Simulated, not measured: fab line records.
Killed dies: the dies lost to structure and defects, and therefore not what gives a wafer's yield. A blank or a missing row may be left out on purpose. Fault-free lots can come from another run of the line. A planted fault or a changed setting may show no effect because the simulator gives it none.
Chamber matching | flow nand harc | NHARC_A_SGD_CUT_ETCH_58 on rie diel-13 has 4 sister chambers
The step etches the open film in CF4, target depth 39 nm, time 65 s. 8 wafers are shown with their chamber, then 7 later ones without.

== WAFERS WITH THEIR CHAMBER ==
wafer  | chamber | showerhead plenum p Torr (Torr) | drypump motor current A (A)
L077.4 | 1       | 1.74                            | 6.5
L079.1 | 3       | 1.83                            | 5.3
L079.4 | 1       | 1.75                            | 6.5
L079.5 | 2       | 1.74                            | 6.2
L080.2 | 2       | 1.73                            | 6.3
L080.6 | 0       | 1.73                            | 5.5
L085.3 | 3       | 1.83                            | 5.4
L085.5 | 0       | 1.73                            | 5.5

== WAFERS WITH NO CHAMBER GIVEN ==
wafer  | showerhead plenum p Torr (Torr) | drypump motor current A (A)
L085.6 | 1.74                            | 6.5
L087.2 | 1.73                            | 5.5
L087.4 | 1.83                            | 5.3
L087.5 | 1.73                            | 6.2
L095.3 | 1.74                            | 6.5
L095.5 | 1.82                            | 5.3
L095.6 | 1.73                            | 6.3

== CHAMBER TAKEN BY EACH ==
wafer  | from the rows above | in truth
L085.6 | 1                   | 1
L087.2 | 0                   | 0
L087.4 | 3                   | 3
L087.5 | 2                   | 2
L095.3 | 1                   | 1
L095.5 | 3                   | 3
L095.6 | 2                   | 2
7 of 7 placed correctly. From these rows, 0 cannot be placed. Placed wrongly: 0.
How it was worked out, from the rows above alone: a wafer's distance from a chamber is the root of the sum, over the readings, of the square of ((its reading less the chamber's mean) divided by the reading's scatter). If the next closest chamber is less than 2 further off than the closest, the wafer can't be placed; otherwise it belongs to the closest. For every chamber, the mean is computed from those of its wafers that are shown. The scatter is the square root of a quotient: the sum, over the shown wafers, of each reading's squared deviation from its chamber's mean, divided by wafers minus chambers.
